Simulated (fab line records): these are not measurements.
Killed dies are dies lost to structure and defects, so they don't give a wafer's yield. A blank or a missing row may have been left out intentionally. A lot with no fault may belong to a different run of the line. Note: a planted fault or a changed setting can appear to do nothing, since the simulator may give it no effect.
Chamber matching | flow n5_finfet | 4 sister chambers for N5_BEOL_M7_VIA_ETCH_34 on rie_diel-05
The step etches SiCOH lowk in C4F6/O2, target depth 125.5 nm, time 50.5 s. 8 wafers are shown with their chamber, then 8 later ones without.

== WAFERS WITH THEIR CHAMBER ==
wafer  | chamber | throttle_valve_pct (%) | oes_product_au (a.u.)
L083.1 | 2       | 21.00                  | 0.70
L084.3 | 2       | 21.02                  | 0.69
L084.5 | 0       | 20.75                  | 0.84
L084.6 | 3       | 21.01                  | 0.75
L086.1 | 1       | 20.78                  | 0.92
L086.2 | 3       | 21.02                  | 0.75
L086.4 | 0       | 20.76                  | 0.84
L091.4 | 1       | 20.80                  | 0.91

== WAFERS WITHOUT THEIR CHAMBER ==
wafer  | throttle_valve_pct (%) | oes_product_au (a.u.)
L091.5 | 20.78                  | 0.92
L091.6 | 21.03                  | 0.69
L092.1 | 20.78                  | 0.82
L092.4 | 21.03                  | 0.73
L092.6 | 20.80                  | 0.90
L097.1 | 20.83                  | 0.89
L097.4 | 20.81                  | 0.81
L097.5 | 20.80                  | 0.89

== CHAMBER TAKEN BY EACH ==
wafer  | from the rows above | in truth
L091.5 | 1                   | 1
L091.6 | 2                   | 2
L092.1 | 0                   | 0
L092.4 | 3                   | 3
L092.6 | 1                   | 1
L097.1 | 1                   | 1
L097.4 | 0                   | 0
L097.5 | 1                   | 1
Correctly placed: 8 of 8. From these rows, 0 cannot be placed. Placed wrongly: 0.
How it was worked out, from the rows above alone: a wafer's distance from a chamber is the root of the sum, over the readings, of the square of ((its reading less the chamber's mean) divided by the reading's scatter). The wafer belongs to the nearest chamber; if the next one is less than 2 further off, it can't be placed. For every chamber, the mean is computed from those of its wafers that are shown. How the scatter is found: for the shown wafers, subtract from each reading the mean of its chamber, square and add these, divide the total by (wafers less chambers), then take the root.
